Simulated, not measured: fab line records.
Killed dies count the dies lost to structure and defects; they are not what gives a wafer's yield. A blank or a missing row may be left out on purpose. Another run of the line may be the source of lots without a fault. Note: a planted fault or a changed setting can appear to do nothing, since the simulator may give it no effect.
Which tool did it? -- flow nand_harc -- Sampling: 24 lots, 72 wafers, 5 of 1159 route steps

## WHAT THE GAUGES SHOWED, per wafer
NHARC_A_ZERO_WELL_INSPECT_17. Usual: raw_defect_count 9, standard deviation 5.
lot,measured,on,raw_defect_count,flag
L074,day 6 06:31,defect_inspect-02,8 14 10,
L075,day 7 00:13,defect_inspect-01,4 2 7,
L076,day 7 01:13,defect_inspect-01,9 20 21,
L077,day 7 02:23,defect_inspect-02,8 3 3,
L078,day 7 23:51,defect_inspect-01,9 9 9,
L079,day 8 00:40,defect_inspect-02,9 11 6,
L080,day 8 10:40,defect_inspect-02,3 5 7,
L081,day 8 15:14,defect_inspect-02,14 12 15,
L082,day 8 21:40,defect_inspect-02,5 11 14,
L083,day 8 22:21,defect_inspect-01,14 3 12,
L084,day 9 03:34,defect_inspect-02,8 3 8,
L087,day 9 17:57,defect_inspect-01,5 10 10,
L085,day 9 18:59,defect_inspect-01,4 9 1,
L088,day 9 21:55,defect_inspect-01,7 5 10,
L086,day 10 05:41,defect_inspect-01,16 14 19,
L090,day 10 16:49,defect_inspect-01,13 6 24,
L089,day 10 17:35,defect_inspect-02,13 17 12,
L091,day 11 00:22,defect_inspect-01,7 4 1,
L092,day 11 01:20,defect_inspect-02,6 8 11,
L093,day 11 01:55,defect_inspect-01,3 7 5,
L094,day 11 14:28,defect_inspect-02,3 8 6,
L095,day 11 16:20,defect_inspect-01,3 2 6,
L097,day 11 23:48,defect_inspect-02,8 7 6,
L096,day 12 00:31,defect_inspect-01,14 5 9,

NHARC_A_CHANNEL_HOLE_D1_CD_MEAS_10: target cd 100 nm. Usual: cd_nm 100.2 nm, standard deviation 0.39.
lot,measured,on,cd_nm (nm),flag
L074,day 7 17:20,cd_sem-01,99.7 100.6 100.6,
L075,day 8 16:14,cd_sem-01,99.4 99.8 100.1,
L076,day 8 17:06,cd_sem-02,99.9 99.8 100.5,
L077,day 8 16:56,cd_sem-02,100.4 100.0 99.8,
L078,day 9 12:40,cd_sem-01,100.6 100.2 100.5,
L079,day 9 13:08,cd_sem-03,100.6 101.4 100.8,
L080,day 10 00:13,cd_sem-03,99.4 99.7 99.7,
L081,day 10 07:33,cd_sem-02,100.0 99.7 99.6,
L082,day 10 08:34,cd_sem-01,100.3 100.6 100.1,
L083,day 10 07:43,cd_sem-02,100.2 100.4 99.9,
L084,day 10 20:53,cd_sem-01,100.1 101.1 100.1,
L087,day 11 09:37,cd_sem-03,100.3 100.4 100.0,
L085,day 11 10:01,cd_sem-02,99.5 100.2 100.0,
L088,day 11 10:22,cd_sem-02,100.3 100.5 100.7,
L086,day 11 23:15,cd_sem-01,99.6 101.0 99.9,
L090,day 12 05:22,cd_sem-02,100.2 100.0 100.7,
L089,day 12 07:13,cd_sem-01,100.6 100.0 100.1,
L091,day 12 14:43,cd_sem-03,99.7 100.0 100.1,
L092,day 12 15:01,cd_sem-03,100.4 100.7 100.0,
L093,day 12 13:44,cd_sem-03,99.8 100.1 100.1,
L094,day 13 02:54,cd_sem-01,100.8 100.4 100.4,
L095,day 13 02:34,cd_sem-03,100.2 101.0 100.0,
L097,day 13 15:32,cd_sem-01,100.3 99.8 100.5,
L096,day 13 16:29,cd_sem-02,100.0 100.4 100.1,

## TOOL THAT RAN EACH LOT (tool first, then ch and the chambers of the sampled wafers, then the start)
lot,NHARC_P_M2_DEGAS_29,NHARC_P_BONDPAD_ETCH_24,NHARC_P_BONDPAD_ACTIVATE_29
L074,"pvd_sputter-01, day 5 21:17","rie_diel-05 ch 0,3, day 6 03:48 or earlier","rie_diel-05 ch 1,2, day 6 03:48"
L075,"pvd_sputter-03, day 6 15:23","rie_diel-06 ch 0,1, day 6 21:29 or earlier","rie_diel-06 ch 2,3, day 6 21:29"
L076,"pvd_sputter-01, day 6 16:01","rie_diel-06 ch 1,2, day 6 22:29 or earlier","rie_diel-06 ch 0,1,3, day 6 22:29"
L077,"pvd_sputter-02, day 6 17:11","rie_diel-05 ch 0,2, day 6 23:39 or earlier","rie_diel-06 ch 0,3, day 6 23:39"
L078,"pvd_sputter-03, day 7 14:44","rie_diel-06 ch 0,2, day 7 19:05","rie_diel-06 ch 0,1,2, day 7 21:13"
L079,"pvd_sputter-02, day 7 15:37","rie_diel-06 ch 0,2, day 7 19:48","rie_diel-06 ch 1,2, day 7 21:56"
L080,"pvd_sputter-02, day 8 01:37","rie_diel-06 ch 0,2, day 8 07:51 or earlier","rie_diel-10 ch 0,1,2, day 8 07:51"
L081,"pvd_sputter-01, day 8 06:29","rie_diel-06 ch 0,2, day 8 12:34 or earlier","rie_diel-06 ch 1,2,3, day 8 12:34"
L082,"pvd_sputter-03, day 8 12:51","rie_diel-05 ch 1,2,3, day 8 18:55 or earlier","rie_diel-06 ch 0,1,3, day 8 18:55"
L083,"pvd_sputter-02, day 8 13:12","rie_diel-06 ch 1,2,3, day 8 19:40 or earlier","rie_diel-06 ch 0,2,3, day 8 19:40"
L084,"pvd_sputter-03, day 8 17:55","rie_diel-05 ch 0,2,3, day 9 00:50 or earlier","rie_diel-06 ch 0,1,2, day 9 00:50"
L087,"pvd_sputter-01, day 9 09:13","rie_diel-05 ch 1,3, day 9 15:20 or earlier","rie_diel-05 ch 1,2,3, day 9 15:20"
L085,"pvd_sputter-03, day 9 10:06","rie_diel-06 ch 0,3, day 9 16:20 or earlier","rie_diel-06 ch 1,3, day 9 16:20"
L088,"pvd_sputter-01, day 9 12:53","rie_diel-06 ch 1,2,3, day 9 19:18 or earlier","rie_diel-06 ch 0,2,3, day 9 19:18"
L086,"pvd_sputter-03, day 9 20:35","rie_diel-06 ch 0,1,2, day 10 03:01 or earlier","rie_diel-06 ch 1,2,3, day 10 03:01"
L090,"pvd_sputter-03, day 10 07:52","rie_diel-10 ch 0,1, day 10 14:13 or earlier","rie_diel-06 ch 1,2,3, day 10 14:13"
L089,"pvd_sputter-03, day 10 08:26","rie_diel-05 ch 0,1,3, day 10 14:51 or earlier","rie_diel-06 ch 0,2,3, day 10 14:51"
L091,"pvd_sputter-01, day 10 15:23","rie_diel-05 ch 1,2,3, day 10 21:38 or earlier","rie_diel-06 ch 0,1,3, day 10 21:38"
L092,"pvd_sputter-01, day 10 16:29","rie_diel-05 ch 0,1,2, day 10 22:37 or earlier","rie_diel-05 ch 0,2, day 10 22:37"
L093,"pvd_sputter-03, day 10 16:58","rie_diel-05 ch 0,3, day 10 23:12 or earlier","rie_diel-06 ch 1,2, day 10 23:12"
L094,"pvd_sputter-03, day 11 04:51","rie_diel-10 ch 1,3, day 11 11:50 or earlier","rie_diel-05 ch 0,1,3, day 11 11:50"
L095,"pvd_sputter-02, day 11 07:20","rie_diel-05 ch 0,1, day 11 13:31 or earlier","rie_diel-06 ch 0,1,2, day 11 13:31"
L097,"pvd_sputter-01, day 11 14:49","rie_diel-06 ch 0,3, day 11 21:10 or earlier","rie_diel-06 ch 0,1,3, day 11 21:10"
L096,"pvd_sputter-03, day 11 15:08","rie_diel-06 ch 1,2,3, day 11 21:44 or earlier","rie_diel-06 ch 0,2,3, day 11 21:44"
- NHARC_P_M2_DEGAS_29: time 60 s.
- NHARC_P_BONDPAD_ETCH_24: etches the open film in CF4/N2, target depth 30 nm, time 72.99 s.
- NHARC_P_BONDPAD_ACTIVATE_29: chemistry N2, time 60 s.

## WHAT THE TOOLS THEMSELVES READ (means of the sampled wafers that have a number; where no wafer has one, the mark that the record gives instead)
NHARC_P_M2_DEGAS_29. Usual: heater_power_w 319 W, standard deviation 27.
lot,tool,heater_power_w (W),flag
L074,pvd_sputter-01,291,
L075,pvd_sputter-03,340,
L076,pvd_sputter-01,297,
L077,pvd_sputter-02,295,
L078,pvd_sputter-03,338,
L079,pvd_sputter-02,311,
L080,pvd_sputter-02,339,
L081,pvd_sputter-01,305,
L082,pvd_sputter-03,344,
L083,pvd_sputter-02,293,
L084,pvd_sputter-03,342,
L087,pvd_sputter-01,309,
L085,pvd_sputter-03,347,
L088,pvd_sputter-01,288,
L086,pvd_sputter-03,351,
L090,pvd_sputter-03,333,
L089,pvd_sputter-03,337,
L091,pvd_sputter-01,301,
L092,pvd_sputter-01,292,
L093,pvd_sputter-03,337,
L094,pvd_sputter-03,330,
L095,pvd_sputter-02,291,
L097,pvd_sputter-01,301,
L096,pvd_sputter-03,348,

NHARC_P_BONDPAD_ETCH_24. Usual: for drypump_motor_current_A, 5.6 A with a standard deviation of 0.39; for n2_flow_sccm, 99.94 sccm with a standard deviation of 0.27; for oes_product_au, 1.001 a.u. with a standard deviation of 0.0068; for rf_fwd_power_W, 297.7 W with a standard deviation of 1.2; for rf_vpp_V, 313.7 V with a standard deviation of 1.8; for showerhead_plenum_p_Torr, 2.59 Torr with a standard deviation of 0.1; for throttle_valve_pct, 19.793 % with a standard deviation of 0.0093.
lot,tool,drypump_motor_current_A (A),n2_flow_sccm (sccm),oes_product_au (a.u.),rf_fwd_power_W (W),rf_vpp_V (V),showerhead_plenum_p_Torr (Torr),throttle_valve_pct (%),flag
L074,rie_diel-05,5.7,100.21,0.998,297.4,311.8,2.50,19.781,
L075,rie_diel-06,5.9,99.84,1.005,299.6,313.0,2.58,19.803,
L076,rie_diel-06,5.7,99.93,1.004,298.3,314.5,2.66,19.794,
L077,rie_diel-05,5.6,100.11,1.002,297.1,313.4,2.60,19.809,
L078,rie_diel-06,5.5,100.11,0.999,297.9,313.8,2.56,19.797,
L079,rie_diel-06,5.5,100.05,0.993,297.3,313.4,2.56,19.793,
L080,rie_diel-06,5.5,99.79,1.002,297.7,313.9,2.56,19.785,
L081,rie_diel-06,5.3,99.79,1.001,297.7,313.9,2.64,19.802,
L082,rie_diel-05,5.4,100.02,1.000,297.4,313.9,2.62,19.799,
L083,rie_diel-06,5.8,99.99,1.011,298.7,315.1,2.62,19.795,
L084,rie_diel-05,5.5,100.17,1.001,297.2,313.2,2.56,19.795,
L087,rie_diel-05,5.3,99.93,0.994,296.8,313.5,2.59,19.784,
L085,rie_diel-06,5.9,99.62,0.998,298.9,312.7,2.51,19.793,
L088,rie_diel-06,5.7,100.15,1.006,298.8,314.4,2.62,19.786,
L086,rie_diel-06,5.6,100.02,0.999,297.8,314.0,2.61,19.799,
L090,rie_diel-10,5.3,99.60,1.004,297.6,315.8,2.72,19.792,
L089,rie_diel-05,5.7,99.99,0.993,297.8,313.0,2.55,19.787,
L091,rie_diel-05,5.4,100.13,1.008,297.2,313.7,2.62,19.797,
L092,rie_diel-05,5.8,99.77,1.002,298.2,313.7,2.57,19.795,
L093,rie_diel-05,5.7,99.94,0.993,296.6,312.0,2.49,19.793,
L094,rie_diel-10,5.4,99.67,0.996,297.9,317.1,2.80,19.795,
L095,rie_diel-05,6.1,100.03,0.999,297.2,311.6,2.50,19.793,
L097,rie_diel-06,5.7,100.12,1.005,298.5,312.2,2.49,19.791,
L096,rie_diel-06,5.7,99.82,0.997,299.1,314.1,2.62,19.790,

NHARC_P_BONDPAD_ACTIVATE_29. Usual: drypump_motor_current_A 5.7 A, standard deviation 0.35; n2_flow_sccm 200.0 sccm, standard deviation 0.64; oes_product_au 0.999 a.u., standard deviation 0.0074; rf_vpp_V 64.0 V, standard deviation 0.92; showerhead_plenum_p_Torr 1.74 Torr, standard deviation 0.07.
lot,tool,drypump_motor_current_A (A),n2_flow_sccm (sccm),oes_product_au (a.u.),rf_vpp_V (V),showerhead_plenum_p_Torr (Torr),flag
L074,rie_diel-05,5.6,199.1,0.993,64.2,1.79,
L075,rie_diel-06,5.5,200.8,1.000,64.1,1.79,
L076,rie_diel-06,5.9,199.9,1.000,64.4,1.71,
L077,rie_diel-06,5.9,200.0,0.989,63.9,1.68,
L078,rie_diel-06,5.6,200.0,0.993,64.6,1.76,
L079,rie_diel-06,5.7,199.9,0.991,64.0,1.79,
L080,rie_diel-10,5.6,200.3,0.991,63.5,1.72,
L081,rie_diel-06,5.8,200.0,1.001,64.0,1.77,
L082,rie_diel-06,5.8,199.9,1.002,64.2,1.71,
L083,rie_diel-06,5.6,199.9,0.996,63.9,1.73,
L084,rie_diel-06,5.6,199.7,1.011,64.1,1.76,
L087,rie_diel-05,5.4,200.2,0.996,63.6,1.76,
L085,rie_diel-06,6.0,199.8,1.003,62.8,1.72,
L088,rie_diel-06,5.6,199.6,0.997,62.7,1.73,
L086,rie_diel-06,5.7,200.0,1.000,63.8,1.77,
L090,rie_diel-06,5.7,200.6,1.003,63.2,1.77,
L089,rie_diel-06,5.6,199.1,0.994,63.9,1.73,
L091,rie_diel-06,5.9,199.9,0.993,64.4,1.71,
L092,rie_diel-05,5.8,200.8,0.993,64.1,1.68,
L093,rie_diel-06,5.5,200.1,0.998,65.1,1.82,
L094,rie_diel-05,5.7,200.0,1.003,63.9,1.71,
L095,rie_diel-06,5.6,199.7,1.002,64.5,1.76,
L097,rie_diel-06,5.9,200.3,0.999,63.6,1.71,
L096,rie_diel-06,5.6,199.6,0.996,64.5,1.73,

## THE ANSWER, worked out from the rows above alone
Rule: lot off if the mean of its wafers having a number is beyond 3 standard deviations from the usual mean. A lot without any number at a reading at which 4 lots or more have one is off too. The other lots that the step has rows for count as sound. After the gauges, taken in route order, come the tools' own readings; for these a lot's mean is taken, as printed above. At the first step where some lot is off, the reading lying furthest off is the one used; lots without a number count as furthest.
No lot is off at any reading shown: from this, nothing can be told.

## WHAT HAD BEEN PUT IN BY THE SIMULATOR
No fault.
